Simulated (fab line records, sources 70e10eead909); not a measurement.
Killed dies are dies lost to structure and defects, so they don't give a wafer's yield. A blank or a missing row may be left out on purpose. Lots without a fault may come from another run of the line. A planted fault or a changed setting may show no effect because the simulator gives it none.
fab line records | flow nand_harc
record lots=12 wafers=36 last_day=34
route steps=1302 shown A_CONTACT@1042
lots that met no fault: from a run of the same line without faults
start_h: hours from the record's first day to the start of the lot's first wafer shown | wait_h: hours since the lot's step before | " the same as in the row above | L1.1+2: a row that stands for several wafers | - no value, or no start given | * or withheld: withheld | < > ~ a bound
route shown NAME@n: a module of which the file shows steps, and the number in the route of the first | usual: mean/standard deviation of fault-free wafers | same: alike in all rows | chamber/n: place in a boat | sites: the reading at each site | _std_site: their standard deviation | _edge_site: outer sites' mean less inner sites' | radius_mm: how far each site lies from the wafer's centre | mask NAME#n: copy n | behind: the tool/chamber that last shaped the wafer | hold: why the lot was held/for how many hours/how that ended | device: the transistor (n, p or np) that didn't switch | end of line: the same wafers' tests at the end of the route | a step without rows: its recipe alone | killed: dies lost to structure and defects at the first sort, not the wafer's yield | map: a wafer's dies, x killed, . not, _ none there
set.NAME: the setting as run; set.NAME@STEP: as run at that earlier step | model.NAME: the simulator's own value behind a step, which no gauge read
steps of the route over a sample of lots; a table a step, a row a wafer
services: from which hour (start_h, from the record's first day; less than 0 if before it) a tool's chamber was out of use, for how many hours, and why
## steps
# step NHARC_A_CONTACT_DESCUM_74
# recipe time_s=3 o2_flow_sccm=200 ar_flow_sccm=0 bias_power_w=0 chemistry=O2
# usual drypump_motor_current_A=5.7/0.44 o2_flow_sccm=200.0/0.54 oes_product_au=0.997/0.0099 rf_vpp_V=57.7/0.94 showerhead_plenum_p_Torr=1.92/0.089 throttle_valve_pct=11.311/0.0088
# columns lot.wafer tool chamber start_h wait_h drypump_motor_current_A o2_flow_sccm oes_product_au rf_hours_counter_h rf_vpp_V showerhead_plenum_p_Torr throttle_valve_pct
L926.1 rie_diel-03 3 526.76 0.1 5.9 200.6 0.996 8 59.1 2.02 11.309
L926.4 " 1 " " 6.2 201.9 1.011 10 56.4 1.83 11.298
L926.6 " 3 " " 5.9 200.3 0.988 - 58.3 2.02 11.314
L928.1 rie_diel-10 3 538.62 0.1 5.0 200.0 0.995 35 57.7 1.83 11.297
L928.2 " 2 " " 4.8 198.9 0.999 34 56.7 1.83 11.305
L928.5 " 0 " " 5.9 199.8 0.999 - 58.4 2.04 11.324
L931.2 rie_diel-02 0 552.93 0.1 5.2 200.7 0.996 38 57.2 1.96 11.306
L931.4 " 1 " " 5.3 200.3 0.992 - 57.7 2.02 11.308
L931.5 " 0 " " 5.3 199.9 1.003 - 57.8 1.96 11.310
L938.2 rie_diel-03 3 623.45 0.1 5.9 200.3 0.990 26 58.2 2.01 11.309
L938.1 " 0 " " 5.6 199.9 0.986 25 57.6 1.81 11.303
L938.5 " 2 " " 6.2 199.8 0.997 - 60.0 1.96 11.300
L939.1 rie_diel-03 1 626.42 0.1 6.2 199.3 1.009 27 57.1 1.82 11.333
L939.5 " 1 " " 6.2 200.1 1.017 - 56.8 1.82 11.303
L939.6 " 2 " " 6.2 199.7 0.999 - 58.8 1.96 11.311
L941.2 rie_diel-03 0 647.60 0.1 5.6 200.0 0.995 0 57.4 1.81 11.317
L941.4 " 1 " " 6.2 201.0 1.000 0 57.0 1.82 11.318
L941.6 " 0 " " 5.6 200.0 0.985 - 57.5 1.81 11.311
L944.4 rie_diel-03 0 691.47 0.1 5.6 201.1 0.989 8 58.3 1.81 11.308
L944.1 " 1 " " 6.2 200.1 1.008 7 56.0 1.82 11.297
L944.3 " 2 " " 6.2 200.2 0.998 8 58.0 1.95 11.326
L945.1 rie_diel-02 3 696.18 0.1 5.2 200.2 0.983 37 59.0 2.01 11.307
L945.2 " 1 " " 5.3 199.8 0.999 47 58.2 2.00 11.309
L945.4 " 2 " " 6.0 200.3 0.995 41 57.3 1.86 11.312
L946.1 rie_diel-03 2 698.34 0.1 6.2 199.7 0.996 9 56.9 1.95 11.319
L946.2 " 3 " " 5.9 199.4 0.988 10 58.0 2.01 11.315
L946.5 " 2 " " 6.3 200.5 1.009 - 58.4 1.95 11.310
L947.4 rie_diel-02 0 724.44 0.1 5.3 199.7 1.011 56 57.6 1.94 11.317
L947.3 " 1 " " 5.2 199.7 0.986 57 58.7 2.00 11.315
L947.6 " 0 " " 5.2 200.4 1.006 - 57.9 1.94 11.299
L949.2 rie_diel-03 0 729.68 0.1 5.6 199.9 0.996 15 57.3 1.81 11.320
L949.5 " 3 " " 5.9 199.9 0.994 - 58.2 2.00 11.308
L949.6 " 0 " " 5.6 199.8 0.978 - 58.6 1.81 11.323
L948.2 rie_diel-10 0 747.92 0.1 6.0 199.4 0.993 41 58.4 2.02 11.308
L948.1 " 1 " " 5.9 200.0 1.001 52 57.8 2.06 11.312
L948.6 " 3 " " 5.0 199.8 1.002 - 57.4 1.81 11.319
# step NHARC_A_CONTACT_ETCH_130
# recipe source_w=withheld pressure_mtorr=20 bias_v=3000 time_s=197 target_depth_a=19180 ar_flow_sccm=withheld c4f8_flow_sccm=withheld o2_flow_sccm=withheld chemistry=C4F8/O2/Ar
# columns lot.wafer tool chamber start_h wait_h rf_hours_counter_h
L926.1 har_cap_etch-02 0 529.42 0.1 84
L926.4 " 0 " " -
L926.6 " 0 " " -
L928.2 har_cap_etch-01 1 542.15 0.1 8
L928.1 " 0 " " 8
L928.5 " 0 " " -
L931.2 har_cap_etch-02 0 555.97 0.1 91
L931.4 " 1 " " -
L931.5 " 0 " " -
L938.1 har_cap_etch-02 0 626.08 0.1 102
L938.2 " 1 " " 102
L938.5 " 0 " " -
L939.1 har_cap_etch-01 1 629.08 0.1 24
L939.6 " 0 " " -
L939.5 " 1 " " -
L941.2 har_cap_etch-03 0 650.61 0.2 69
L941.4 " 1 " " -
L941.6 " 0 " " -
L944.1 har_cap_etch-01 1 694.20 0.1 34
L944.4 " 1 " " -
L944.3 " 0 " " -
L945.1 har_cap_etch-02 0 698.84 0.2 115
L945.2 " 1 " " 115
L945.4 " 1 " " -
L946.1 har_cap_etch-01 1 700.96 0.1 36
L946.2 " 0 " " 36
L946.5 " 1 " " -
L947.3 har_cap_etch-03 1 727.40 0.1 -
L947.4 " 0 " " -
L947.6 " 1 " " -
L949.2 har_cap_etch-02 1 732.32 0.1 120
L949.6 " 0 " " -
L949.5 " 1 " " -
L948.1 har_cap_etch-01 1 750.54 0.1 44
L948.2 " 0 " " 44
L948.6 " 0 " " -
# step NHARC_A_CONTACT_STRIP_82
# recipe o2_flow_sccm=500 ar_flow_sccm=0 bias_w=0 chemistry=O2
# usual drypump_motor_current_A=5.8/0.42 o2_flow_sccm=500.1/1.7 oes_product_au=0.997/0.011 rf_vpp_V=57.7/0.85 showerhead_plenum_p_Torr=3.54/0.15 throttle_valve_pct=17.036/0.0085
# columns lot.wafer tool chamber start_h wait_h drypump_motor_current_A o2_flow_sccm oes_product_au rf_hours_counter_h rf_vpp_V showerhead_plenum_p_Torr throttle_valve_pct
L926.1 rie_diel-02 0 - - 5.3 498.9 0.996 29 58.7 3.61 17.049
L926.4 " 2 " " 6.0 497.5 0.982 46 59.1 3.47 17.026
L926.6 " 3 " " 5.2 500.0 0.973 - 56.3 3.73 17.047
L928.1 rie_diel-03 0 - - 5.6 503.3 0.984 12 55.9 3.36 17.038
L928.2 " 2 " " 6.2 501.2 1.013 12 58.0 3.61 17.052
L928.5 " 1 " " 6.2 499.9 1.003 - 56.2 3.38 17.023
L931.2 rie_diel-02 1 - - 5.3 501.3 1.003 46 57.6 3.71 17.044
L931.5 " 3 " " 5.3 500.9 0.984 - 58.3 3.72 17.035
L931.4 " 1 " " 5.2 500.4 0.999 - 57.5 3.71 17.048
L938.1 rie_diel-03 1 - - 6.2 500.4 1.019 28 57.0 3.37 17.035
L938.2 " 2 " " 6.3 501.1 1.009 28 57.6 3.60 17.022
L938.5 " 0 " " 5.6 501.1 1.004 - 56.9 3.35 17.054
L939.1 rie_diel-03 0 - - 5.6 499.9 0.988 27 57.0 3.35 17.026
L939.5 " 2 " " 6.2 500.2 0.995 - 57.1 3.60 17.037
L939.6 " 3 " " 5.9 499.2 0.996 - 58.3 3.69 17.045
L941.4 rie_diel-03 2 - - 6.2 498.9 0.994 2 58.1 3.60 17.040
L941.2 " 0 " " 5.6 502.3 0.983 2 56.5 3.35 17.034
L941.6 " 3 " " 5.9 502.1 0.979 - 57.5 3.69 17.025
L944.1 rie_diel-03 1 - - 6.2 501.9 1.014 8 57.0 3.37 17.029
L944.4 " 2 " " 6.2 500.4 1.001 9 58.3 3.60 17.042
L944.3 " 3 " " 5.9 498.5 0.985 10 57.9 3.69 17.031
L945.2 rie_diel-03 0 - - 5.6 497.2 0.976 10 56.4 3.35 17.027
L945.1 " 2 " " 6.2 501.0 0.998 10 57.4 3.60 17.021
L945.4 " 3 " " 6.0 498.3 0.981 11 59.8 3.69 17.048
L946.2 rie_diel-03 2 - - 6.3 504.7 0.998 11 57.0 3.60 17.033
L946.1 " 3 " " 5.9 502.1 0.990 12 57.8 3.69 17.028
L946.5 " 2 " " 6.3 503.3 0.998 - 58.0 3.60 17.042
L947.4 rie_diel-03 0 - - 5.6 498.2 0.981 15 58.1 3.34 17.027
L947.3 " 1 " " 6.2 501.5 1.006 15 57.1 3.37 17.029
L947.6 " 3 " " 5.9 501.2 0.999 - 57.3 3.68 17.028
L949.2 rie_diel-10 2 - - 4.8 500.1 1.014 41 56.3 3.35 17.042
L949.5 " 1 " " 5.9 503.6 0.996 - 58.4 3.78 17.030
L949.6 " 2 " " 4.8 501.0 1.015 - 58.7 3.35 17.035
L948.2 rie_diel-03 2 - - 6.2 502.6 1.002 19 58.8 3.59 17.043
L948.1 " 3 " " 5.9 501.9 0.994 20 59.0 3.68 17.036
L948.6 " 3 " " 5.9 500.9 0.979 - 57.5 3.68 17.036
# step NHARC_A_CONTACT_SOFTBAKE_03
# recipe temp_c=105 time_s=55
# usual heater_power_total_W=188.46/0.15 plate_temp_C=104.97/0.14
# columns lot.wafer tool chamber start_h wait_h heater_power_total_W plate_temp_C
L926.1 litho_track-01 0 534 - 188.39 104.90
L926.4 " 0 " " 188.36 104.91
L926.6 " 0 " " 188.70 104.50
L928.1 litho_track-01 0 546 - 323.18 -
L928.2 " 0 " " 322.91 -
L928.5 " 0 " " 323.21 -
L931.2 litho_track-01 0 566 - 323.08 -
L931.4 " 0 " " 323.30 -
L931.5 " 0 " " 323.02 -
L938.1 litho_track-04 0 630 - 188.76 105.00
L938.2 " 0 " " 188.34 105.21
L938.5 " 0 " " 188.43 105.06
L939.1 litho_track-04 0 634 - 188.27 105.04
L939.5 " 0 " " 188.33 105.14
L939.6 " 0 " " 188.36 104.97
L941.2 litho_track-06 0 655 - 188.31 105.06
L941.4 " 0 " " 188.34 105.00
L941.6 " 0 " " 188.40 104.75
L944.1 litho_track-01 0 698 - 188.33 105.16
L944.3 " 0 " " 188.48 104.82
L944.4 " 0 " " 188.33 105.01
L945.1 litho_track-06 0 703 - 188.27 104.75
L945.2 " 0 " " 188.34 104.73
L945.4 " 0 " " 188.80 104.67
L946.1 litho_track-01 0 707 - 188.37 105.23
L946.2 " 0 " " 188.66 105.19
L946.5 " 0 " " 188.26 105.11
L947.3 litho_track-06 0 731 - 188.46 105.03
L947.4 " 0 " " 188.46 105.06
L947.6 " 0 " " 188.64 104.97
L949.2 litho_track-06 0 744 - 188.65 104.96
L949.5 " 0 " " 188.36 104.97
L949.6 " 0 " " 188.31 104.88
L948.1 litho_track-04 0 755 - 188.50 104.80
L948.2 " 0 " " 188.51 104.95
L948.6 " 0 " " 188.50 104.76
## services
# columns tool chamber start_h hours kind
rie_diel-02 2 503.14 1.3 repair
litho_track-01 - 505.00 7.0 pm
litho_track-06 - 529.00 7.0 pm
rie_diel-02 0 539.74 2.6 repair
rie_diel-02 2 541.20 28.6 repair
litho_track-04 - 553.00 7.0 pm
rie_diel-02 - 559.32 0.6 repair
rie_diel-02 - 571.69 9.0 pm
rie_diel-10 3 581.32 4.8 repair
rie_diel-02 - 592.64 0.9 repair
rie_diel-10 - 597.51 9.0 pm
rie_diel-10 2 615.70 9.7 repair
rie_diel-03 - 635.38 9.0 pm
har_cap_etch-01 - 661.17 0.4 repair
rie_diel-10 3 664.60 5.2 repair
litho_track-01 - 680.00 7.0 pm
rie_diel-10 0 680.91 15.6 repair
rie_diel-10 2 700.05 4.2 repair
litho_track-06 - 704.00 7.0 pm
litho_track-04 - 728.00 7.0 pm
rie_diel-10 3 733.19 3.4 repair
rie_diel-03 1 741.51 21.3 repair
rie_diel-02 - 748.69 9.0 pm
har_cap_etch-02 - 755.06 17.0 pm
## key
first_sign step=NHARC_A_CONTACT_SOFTBAKE_03 reading=heater_power_total_W direction=up sigmas=99+ usual=* struck=*
effect none on later readings
met_at NHARC_A_CONTACT_SOFTBAKE_03
struck_lots L928,L931
tester_left_out L928,L931
not_acting_at NHARC_A_CONTACT_DESCUM_74,NHARC_A_CONTACT_ETCH_130,NHARC_A_CONTACT_STRIP_82
onset_between 534 546
fault kind=process_parameter_drift tool=litho_track-01 chamber=- onset_h=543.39 steps=NHARC_A_CONTACT_SOFTBAKE_03 channel=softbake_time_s offset=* shape=step end_h=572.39 acts_in=* stated=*
# tester_left_out: of these lots the tester's yield and bins aren't shown, on N5 and GAA mostly nor the transistor test; their killed dies are dies lost to structure and defects alone, not to doping, threshold or leakage, so they don't give the yield
